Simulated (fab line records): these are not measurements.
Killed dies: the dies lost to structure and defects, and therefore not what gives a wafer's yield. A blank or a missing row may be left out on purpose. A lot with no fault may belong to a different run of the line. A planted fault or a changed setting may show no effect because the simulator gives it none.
Matching of chambers / flow n5-finfet / N5_BEOL_M3_ETCH_69 on rie-diel-05: 4 sister chambers
The step etches SiARC in CF4, target depth 15.6 nm, time 26 s. 8 wafers are shown with their chamber, then 8 later ones without.

WAFERS, EACH WITH ITS CHAMBER
wafer=L078.3; chamber=2; drypump-motor-current-A (A)=6.4; showerhead-plenum-p-Torr (Torr)=2.04
wafer=L090.1; chamber=3; drypump-motor-current-A (A)=5.5; showerhead-plenum-p-Torr (Torr)=2.05
wafer=L090.3; chamber=1; drypump-motor-current-A (A)=5.0; showerhead-plenum-p-Torr (Torr)=2.19
wafer=L090.5; chamber=1; drypump-motor-current-A (A)=5.0; showerhead-plenum-p-Torr (Torr)=2.19
wafer=L094.2; chamber=2; drypump-motor-current-A (A)=6.3; showerhead-plenum-p-Torr (Torr)=2.03
wafer=L094.4; chamber=0; drypump-motor-current-A (A)=6.5; showerhead-plenum-p-Torr (Torr)=2.11
wafer=L094.6; chamber=3; drypump-motor-current-A (A)=5.5; showerhead-plenum-p-Torr (Torr)=2.04
wafer=L095.1; chamber=0; drypump-motor-current-A (A)=6.4; showerhead-plenum-p-Torr (Torr)=2.11

WAFERS WITH NO CHAMBER GIVEN
wafer=L095.2; drypump-motor-current-A (A)=5.5; showerhead-plenum-p-Torr (Torr)=2.04
wafer=L095.3; drypump-motor-current-A (A)=5.5; showerhead-plenum-p-Torr (Torr)=2.04
wafer=L095.4; drypump-motor-current-A (A)=6.4; showerhead-plenum-p-Torr (Torr)=2.11
wafer=L095.5; drypump-motor-current-A (A)=6.4; showerhead-plenum-p-Torr (Torr)=2.11
wafer=L095.6; drypump-motor-current-A (A)=5.5; showerhead-plenum-p-Torr (Torr)=2.04
wafer=L097.3; drypump-motor-current-A (A)=5.5; showerhead-plenum-p-Torr (Torr)=2.04
wafer=L097.4; drypump-motor-current-A (A)=6.4; showerhead-plenum-p-Torr (Torr)=2.11
wafer=L097.5; drypump-motor-current-A (A)=6.4; showerhead-plenum-p-Torr (Torr)=2.11

EACH ONE'S CHAMBER
wafer=L095.2; from the rows above=3; in truth=3
wafer=L095.3; from the rows above=3; in truth=3
wafer=L095.4; from the rows above=0; in truth=0
wafer=L095.5; from the rows above=0; in truth=0
wafer=L095.6; from the rows above=3; in truth=3
wafer=L097.3; from the rows above=3; in truth=3
wafer=L097.4; from the rows above=0; in truth=0
wafer=L097.5; from the rows above=0; in truth=0
8 of 8 placed correctly. Not placeable from these rows: 0. Number placed wrongly: 0.
How it was worked out, from the rows above alone: a wafer's distance from a chamber is the root of the sum, over the readings, of the square of ((its reading less the chamber's mean) divided by the reading's scatter). The wafer belongs to the nearest chamber; if the next one is less than 2 further off, it can't be placed. The mean given for a chamber averages the wafers shown for that chamber. How the scatter is found: for the shown wafers, subtract from each reading the mean of its chamber, square and add these, divide the total by (wafers less chambers), then take the root.
